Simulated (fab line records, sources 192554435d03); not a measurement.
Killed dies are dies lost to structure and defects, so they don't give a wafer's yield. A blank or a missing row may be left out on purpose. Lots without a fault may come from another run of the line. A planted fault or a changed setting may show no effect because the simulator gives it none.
Chamber matching | flow n5_finfet | N5_HKMG_FIN_ETCH_58 on rie_diel-06: 4 sister chambers
The step etches SOC in N2/H2, target depth 215.8 nm, time 741 s. 8 wafers are shown with their chamber, then 7 later ones without.

WAFERS WITH THEIR CHAMBER
wafer  | chamber | showerhead_plenum_p_Torr (Torr) | drypump_motor_current_A (A)
L080.4 | 0       | 2.62                            | 5.1
L081.3 | 1       | 2.55                            | 5.4
L081.5 | 2       | 2.41                            | 5.6
L085.1 | 2       | 2.41                            | 5.6
L085.2 | 0       | 2.62                            | 5.0
L085.3 | 3       | 2.42                            | 6.5
L086.1 | 3       | 2.42                            | 6.4
L086.2 | 1       | 2.54                            | 5.4

WAFERS WITHOUT THEIR CHAMBER
wafer  | showerhead_plenum_p_Torr (Torr) | drypump_motor_current_A (A)
L086.4 | 2.40                            | 5.6
L094.3 | 2.41                            | 6.4
L094.4 | 2.61                            | 5.0
L094.5 | 2.53                            | 5.4
L096.1 | 2.60                            | 5.0
L096.2 | 2.41                            | 6.5
L096.5 | 2.41                            | 6.5

WHICH CHAMBER EACH WENT THROUGH
wafer  | from the rows above | in truth
L086.4 | 2                   | 2
L094.3 | 3                   | 3
L094.4 | 0                   | 0
L094.5 | 1                   | 1
L096.1 | 0                   | 0
L096.2 | 3                   | 3
L096.5 | 3                   | 3
Placed correctly: 7 of 7. Can't be placed from these rows: 0. Placed wrongly: 0.
How it was worked out, from the rows above alone: a wafer's distance from a chamber is the root of the sum, over the readings, of the square of ((its reading less the chamber's mean) divided by the reading's scatter). The wafer belongs to the nearest chamber; if the next one is less than 2 further off, it can't be placed. A chamber's mean is the mean of its shown wafers. The scatter: the root of (the sum of the squares of (reading less its chamber's mean) over the shown wafers, divided by (wafers less chambers)).
